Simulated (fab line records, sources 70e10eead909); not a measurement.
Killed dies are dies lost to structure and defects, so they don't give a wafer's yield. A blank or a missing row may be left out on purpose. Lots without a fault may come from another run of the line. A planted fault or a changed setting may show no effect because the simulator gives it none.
Which tool did it? | flow nand_harc | 24 lots, 72 wafers sampled, at 5 steps of a route of 1302

WHAT THE GAUGES READ, wafer by wafer
NHARC_P_M1_INSPECT_11.
lot  | measured     | on                | raw_defect_count
L074 | day 6 08:25  | defect_inspect-02 | 3 5 6
L075 | day 6 11:19  | defect_inspect-01 | 5 4 6
L076 | day 6 21:55  | defect_inspect-02 | 7 8 5
L077 | day 7 15:59  | defect_inspect-02 | 5 3 6
L078 | day 7 21:06  | defect_inspect-02 | 3 3 6
L079 | day 8 02:16  | defect_inspect-02 | 8 6 2
L080 | day 8 18:25  | defect_inspect-01 | 3 1 2
L081 | day 9 04:54  | defect_inspect-02 | 7 9 7
L082 | day 9 17:27  | defect_inspect-01 | 5 5 4
L083 | day 9 23:06  | defect_inspect-01 | 3 5 4
L084 | day 10 11:50 | defect_inspect-01 | 4 6 2
L085 | day 11 05:04 | defect_inspect-02 | 4 1 8
L086 | day 11 08:00 | defect_inspect-01 | 3 4 5
L087 | day 11 14:58 | defect_inspect-01 | 5 2 1
L088 | day 12 08:01 | defect_inspect-01 | 4 3 8
L089 | day 12 08:33 | defect_inspect-01 | 3 1 3
L090 | day 13 03:41 | defect_inspect-01 | 4 3 2
L091 | day 13 06:52 | defect_inspect-01 | 7 6 8
L092 | day 13 15:38 | defect_inspect-01 | 0 5 1
L093 | day 14 05:06 | defect_inspect-02 | 5 5 6
L094 | day 14 22:29 | defect_inspect-02 | 11 4 3
L095 | day 15 10:20 | defect_inspect-02 | 0 4 9
L096 | day 15 13:04 | defect_inspect-02 | 4 5 5
L097 | day 15 20:10 | defect_inspect-01 | 3 5 9

WHICH TOOL RAN EACH LOT (tool, then ch and the chambers of the sampled wafers, then the start)
lot  | NHARC_P_CONTACT_STRIP_28           | NHARC_P_M0_ETCH_34                 | NHARC_P_M0_DEGAS_28          | NHARC_P_M0_PVD_21
L074 | rie_diel-05 ch 0,3, day 6 01:10    | rie_diel-08 ch 1,3, day 6 04:31    | pvd_sputter-02, day 6 05:21  | pvd_sputter-02, day 6 08:25 or earlier
L075 | rie_diel-05 ch 0,1,2, day 6 04:14  | rie_diel-02 ch 0,1,3, day 6 07:32  | pvd_sputter-03, day 6 08:22  | pvd_sputter-03, day 6 11:19 or earlier
L076 | rie_diel-01 ch 0,1, day 6 14:34    | rie_diel-08 ch 0,1,2, day 6 18:02  | pvd_sputter-02, day 6 18:52  | pvd_sputter-02, day 6 21:55 or earlier
L077 | rie_diel-05 ch 0,2,3, day 7 08:45  | rie_diel-02 ch 0,2,3, day 7 12:02  | pvd_sputter-03, day 7 12:54  | pvd_sputter-03, day 7 15:59 or earlier
L078 | rie_diel-01 ch 0,1,2, day 7 13:44  | rie_diel-08 ch 1,2,3, day 7 17:07  | pvd_sputter-01, day 7 18:02  | pvd_sputter-01, day 7 21:06 or earlier
L079 | rie_diel-05 ch 0,1,2, day 7 18:48  | rie_diel-04 ch 0,1,3, day 7 22:16  | pvd_sputter-01, day 7 23:10  | pvd_sputter-01, day 8 02:16 or earlier
L080 | rie_diel-06 ch 0,1,3, day 8 10:53  | rie_diel-08 ch 0,3, day 8 14:38    | pvd_sputter-02, day 8 15:28  | pvd_sputter-02, day 8 18:25 or earlier
L081 | rie_diel-05 ch 0,3, day 8 21:17    | rie_diel-04 ch 1,2,3, day 9 01:01  | pvd_sputter-01, day 9 01:50  | pvd_sputter-01, day 9 04:54 or earlier
L082 | rie_diel-06 ch 1,2,3, day 9 10:16  | rie_diel-02 ch 0,2,3, day 9 13:34  | pvd_sputter-02, day 9 14:23  | pvd_sputter-02, day 9 17:27 or earlier
L083 | rie_diel-06 ch 1,2,3, day 9 15:53  | rie_diel-04 ch 0,1,3, day 9 19:11  | pvd_sputter-01, day 9 20:01  | pvd_sputter-01, day 9 23:06 or earlier
L084 | rie_diel-01 ch 1,3, day 10 04:21   | rie_diel-04 ch 0,2, day 10 07:46   | pvd_sputter-02, day 10 08:47 | pvd_sputter-02, day 10 11:50 or earlier
L085 | rie_diel-06 ch 0,2,3, day 10 21:52 | rie_diel-08 ch 0,1,3, day 11 01:09 | pvd_sputter-01, day 11 02:00 | pvd_sputter-01, day 11 05:04 or earlier
L086 | rie_diel-05 ch 0,1,3, day 11 00:58 | rie_diel-04 ch 1,2, day 11 04:12   | pvd_sputter-03, day 11 05:04 | pvd_sputter-03, day 11 08:00 or earlier
L087 | rie_diel-01 ch 0,3, day 11 07:38   | rie_diel-08 ch 2,3, day 11 11:05   | pvd_sputter-02, day 11 11:55 | pvd_sputter-02, day 11 14:58 or earlier
L088 | rie_diel-05 ch 0,1,3, day 12 00:49 | rie_diel-02 ch 0,2,3, day 12 04:06 | pvd_sputter-03, day 12 04:56 | pvd_sputter-03, day 12 08:01 or earlier
L089 | rie_diel-05 ch 1,2,3, day 12 01:20 | rie_diel-02 ch 2,3, day 12 04:38   | pvd_sputter-02, day 12 05:29 | pvd_sputter-02, day 12 08:33 or earlier
L090 | rie_diel-01 ch 1,2, day 12 20:21   | rie_diel-02 ch 1,2,3, day 12 23:39 | pvd_sputter-01, day 13 00:30 | pvd_sputter-01, day 13 03:41 or earlier
L091 | rie_diel-05 ch 0,1, day 12 23:44   | rie_diel-08 ch 1,2, day 13 03:06   | pvd_sputter-03, day 13 03:56 | pvd_sputter-03, day 13 06:52 or earlier
L092 | rie_diel-01 ch 0,1, day 13 08:20   | rie_diel-02 ch 2,3, day 13 11:41   | pvd_sputter-03, day 13 12:35 | pvd_sputter-03, day 13 15:38 or earlier
L093 | rie_diel-01 ch 0,1, day 13 21:49   | rie_diel-08 ch 0,1,2, day 14 01:11 | pvd_sputter-03, day 14 02:01 | pvd_sputter-03, day 14 05:06 or earlier
L094 | rie_diel-06 ch 0,2,3, day 14 14:01 | rie_diel-08 ch 0,1,3, day 14 17:42 | pvd_sputter-03, day 14 19:23 | pvd_sputter-03, day 14 22:29 or earlier
L095 | rie_diel-06 ch 0,3, day 15 03:04   | rie_diel-02 ch 0,2, day 15 06:23   | pvd_sputter-01, day 15 07:16 | pvd_sputter-01, day 15 10:20 or earlier
L096 | rie_diel-01 ch 1,3, day 15 05:47   | rie_diel-04 ch 0,3, day 15 09:09   | pvd_sputter-03, day 15 10:00 | pvd_sputter-03, day 15 13:04 or earlier
L097 | rie_diel-01 ch 0,2,3, day 15 13:02 | rie_diel-04 ch 0,1,2, day 15 16:14 | pvd_sputter-02, day 15 17:06 | pvd_sputter-02, day 15 20:10 or earlier
- NHARC_P_CONTACT_STRIP_28: strips in O2.
- NHARC_P_M0_ETCH_34: etches the open film in N2/H2, target depth 40 nm, overetch 12 nm, time 43.94 s.
- NHARC_P_M0_DEGAS_28: time 60 s.
- NHARC_P_M0_PVD_21: deposits Cu, target thk 30 nm, time 20.49 s.

WHAT THE TOOLS THEMSELVES READ (means of the sampled wafers that have a number; where no wafer has one, the mark that the record gives instead)
NHARC_P_CONTACT_STRIP_28.
lot  | tool        | drypump_motor_current_A (A) | o2_flow_sccm (sccm) | oes_product_au (a.u.) | rf_vpp_V (V) | showerhead_plenum_p_Torr (Torr) | throttle_valve_pct (%)
L074 | rie_diel-05 | 5.1                         | 500.5               | 0.995                 | 57.3         | 3.49                            | 17.027
L075 | rie_diel-05 | 5.6                         | 499.9               | 1.010                 | 58.4         | 3.40                            | 17.028
L076 | rie_diel-01 | 5.2                         | 500.2               | 1.000                 | 56.7         | 3.39                            | 17.041
L077 | rie_diel-05 | 5.3                         | 500.9               | 1.007                 | 57.9         | 3.44                            | 17.047
L078 | rie_diel-01 | 5.4                         | 500.1               | 0.996                 | 59.0         | 3.50                            | 17.036
L079 | rie_diel-05 | 5.6                         | 500.9               | 1.013                 | 58.4         | 3.40                            | 17.033
L080 | rie_diel-06 | 5.9                         | 501.8               | 0.984                 | 58.8         | 3.62                            | 17.031
L081 | rie_diel-05 | 5.1                         | 501.4               | 1.000                 | 58.2         | 3.49                            | 17.042
L082 | rie_diel-06 | 5.6                         | 499.3               | 0.995                 | 58.7         | 3.67                            | 17.044
L083 | rie_diel-06 | 5.5                         | 500.5               | 0.995                 | 58.1         | 3.66                            | 17.030
L084 | rie_diel-01 | 5.5                         | 499.9               | 1.000                 | 58.3         | 3.33                            | 17.029
L085 | rie_diel-06 | 5.5                         | 499.0               | 0.986                 | 57.9         | 3.72                            | 17.033
L086 | rie_diel-05 | 5.4                         | 498.6               | 1.009                 | 57.7         | 3.45                            | 17.045
L087 | rie_diel-01 | 5.8                         | 499.4               | 1.002                 | 57.3         | 3.37                            | 17.037
L088 | rie_diel-05 | 5.4                         | 500.0               | 1.009                 | 58.2         | 3.45                            | 17.032
L089 | rie_diel-05 | 5.6                         | 499.0               | 1.007                 | 57.8         | 3.45                            | 17.039
L090 | rie_diel-01 | 5.3                         | 502.0               | 1.003                 | 58.1         | 3.45                            | 17.030
L091 | rie_diel-05 | 5.7                         | 499.4               | 1.012                 | 58.1         | 3.41                            | 17.034
L092 | rie_diel-01 | 5.2                         | 499.3               | 0.998                 | 57.0         | 3.38                            | 17.043
L093 | rie_diel-01 | 5.2                         | 500.1               | 1.000                 | 57.5         | 3.35                            | 17.045
L094 | rie_diel-06 | 5.6                         | 500.3               | 0.988                 | 58.0         | 3.72                            | 17.032
L095 | rie_diel-06 | 5.9                         | 498.0               | 0.990                 | 58.4         | 3.67                            | 17.037
L096 | rie_diel-01 | 5.8                         | 499.5               | 1.006                 | 57.7         | 3.33                            | 17.048
L097 | rie_diel-01 | 5.7                         | 499.4               | 1.011                 | 56.9         | 3.50                            | 17.031

NHARC_P_M0_ETCH_34.
lot  | tool        | drypump_motor_current_A (A) | n2_flow_sccm (sccm) | oes_product_au (a.u.) | rf_fwd_power_W (W) | rf_vpp_V (V) | showerhead_plenum_p_Torr (Torr) | throttle_valve_pct (%)
L074 | rie_diel-08 | 5.9                         | 149.8               | 0.999                 | 395.7              | 430.2        | 1.99                            | 14.180
L075 | rie_diel-02 | 5.8                         | 149.9               | 0.994                 | 394.7              | 432.3        | 2.12                            | 14.160
L076 | rie_diel-08 | 5.9                         | 149.4               | 1.005                 | 395.4              | 429.6        | 1.99                            | 14.173
L077 | rie_diel-02 | 5.9                         | 150.2               | 0.999                 | 395.9              | 433.3        | 2.12                            | 14.178
L078 | rie_diel-08 | 5.7                         | 150.2               | 1.001                 | 395.1              | 429.7        | 2.00                            | 14.175
L079 | rie_diel-04 | 5.8                         | 150.0               | 0.997                 | 396.0              | 430.0        | 2.04                            | 14.164
L080 | rie_diel-08 | 6.2                         | 150.3               | 1.005                 | 397.8              | 426.4        | 1.90                            | 14.173
L081 | rie_diel-04 | 6.1                         | 149.8               | 1.002                 | 396.5              | 428.7        | 2.00                            | 14.168
L082 | rie_diel-02 | 5.9                         | 150.4               | 1.001                 | 394.9              | 433.5        | 2.11                            | 14.158
L083 | rie_diel-04 | 5.8                         | 150.3               | 1.004                 | 395.9              | 430.2        | 2.04                            | 14.178
L084 | rie_diel-04 | 5.6                         | 150.2               | 1.010                 | 396.4              | 428.1        | 1.97                            | 14.176
L085 | rie_diel-08 | 6.0                         | 149.9               | 1.008                 | 396.8              | 427.9        | 1.94                            | 14.172
L086 | rie_diel-04 | 6.1                         | 149.8               | 1.003                 | 396.4              | 426.0        | 1.89                            | 14.166
L087 | rie_diel-08 | 5.5                         | 149.6               | 1.005                 | 394.7              | 429.3        | 2.01                            | 14.170
L088 | rie_diel-02 | 5.9                         | 149.6               | 1.001                 | 394.7              | 432.4        | 2.11                            | 14.173
L089 | rie_diel-02 | 5.5                         | 149.9               | 0.998                 | 396.4              | 431.5        | 2.09                            | 14.170
L090 | rie_diel-02 | 5.4                         | 150.0               | 1.000                 | 395.2              | 431.7        | 2.08                            | 14.168
L091 | rie_diel-08 | 5.5                         | 150.4               | 1.006                 | 395.0              | 429.9        | 2.04                            | 14.173
L092 | rie_diel-02 | 5.5                         | 149.9               | 1.002                 | 395.0              | 432.4        | 2.10                            | 14.175
L093 | rie_diel-08 | 5.9                         | 149.8               | 1.010                 | 394.3              | 428.8        | 1.97                            | 14.168
L094 | rie_diel-08 | 6.0                         | 149.9               | 1.017                 | 396.1              | 428.1        | 1.93                            | 14.174
L095 | rie_diel-02 | 5.9                         | 149.9               | 0.994                 | 395.8              | 431.9        | 2.08                            | 14.177
L096 | rie_diel-04 | 5.8                         | 149.8               | 1.003                 | 393.9              | 433.3        | 2.11                            | 14.176
L097 | rie_diel-04 | 5.9                         | 149.4               | 1.001                 | 397.0              | 426.8        | 1.92                            | 14.170

NHARC_P_M0_DEGAS_28.
lot  | tool           | heater_power_w (W)
L074 | pvd_sputter-02 | 311
L075 | pvd_sputter-03 | 343
L076 | pvd_sputter-02 | 313
L077 | pvd_sputter-03 | 379
L078 | pvd_sputter-01 | 359
L079 | pvd_sputter-01 | 339
L080 | pvd_sputter-02 | 342
L081 | pvd_sputter-01 | 377
L082 | pvd_sputter-02 | 322
L083 | pvd_sputter-01 | 337
L084 | pvd_sputter-02 | 327
L085 | pvd_sputter-01 | 335
L086 | pvd_sputter-03 | 330
L087 | pvd_sputter-02 | 331
L088 | pvd_sputter-03 | 338
L089 | pvd_sputter-02 | 327
L090 | pvd_sputter-01 | 331
L091 | pvd_sputter-03 | 373
L092 | pvd_sputter-03 | 349
L093 | pvd_sputter-03 | 344
L094 | pvd_sputter-03 | 350
L095 | pvd_sputter-01 | 347
L096 | pvd_sputter-03 | 307
L097 | pvd_sputter-02 | 344

NHARC_P_M0_PVD_21.
lot  | tool           | throttle_valve_pct (%)
L074 | pvd_sputter-02 | 29.9
L075 | pvd_sputter-03 | 30.1
L076 | pvd_sputter-02 | 31.2
L077 | pvd_sputter-03 | 29.4
L078 | pvd_sputter-01 | 30.1
L079 | pvd_sputter-01 | 30.5
L080 | pvd_sputter-02 | 30.3
L081 | pvd_sputter-01 | 29.7
L082 | pvd_sputter-02 | 30.7
L083 | pvd_sputter-01 | 29.8
L084 | pvd_sputter-02 | 30.8
L085 | pvd_sputter-01 | 30.0
L086 | pvd_sputter-03 | 30.1
L087 | pvd_sputter-02 | 30.9
L088 | pvd_sputter-03 | 29.6
L089 | pvd_sputter-02 | 29.9
L090 | pvd_sputter-01 | 30.3
L091 | pvd_sputter-03 | 30.6
L092 | pvd_sputter-03 | 29.3
L093 | pvd_sputter-03 | 30.0
L094 | pvd_sputter-03 | 30.6
L095 | pvd_sputter-01 | 30.2
L096 | pvd_sputter-03 | 29.6
L097 | pvd_sputter-02 | 30.6

THE ANSWER, worked out from the rows above alone
Rule: what is usual is taken from the lots themselves. Put in order of their means at a reading, lots are off if they are a third of the lots or fewer, leave a main group of 4 or more, and stand apart from it by a gap of 3 or more times the standard deviation of the main group's means; of several such gaps the widest counts. A main group whose means are all the same, to the digits that the tables above print for the reading, isn't used. A lot without any number at a reading at which 4 lots or more have one is off too. The other lots that the step has rows for count as sound. The gauges are gone through in route order, then the tools' own readings, and for those a lot's mean is taken as printed above. The first step at which some lot is off is used, and at that step the reading that is off furthest; a lot without a number counts as furthest.
No lot is off at any reading shown: from this, nothing can be told.

WHAT THE SIMULATOR HAD PUT IN
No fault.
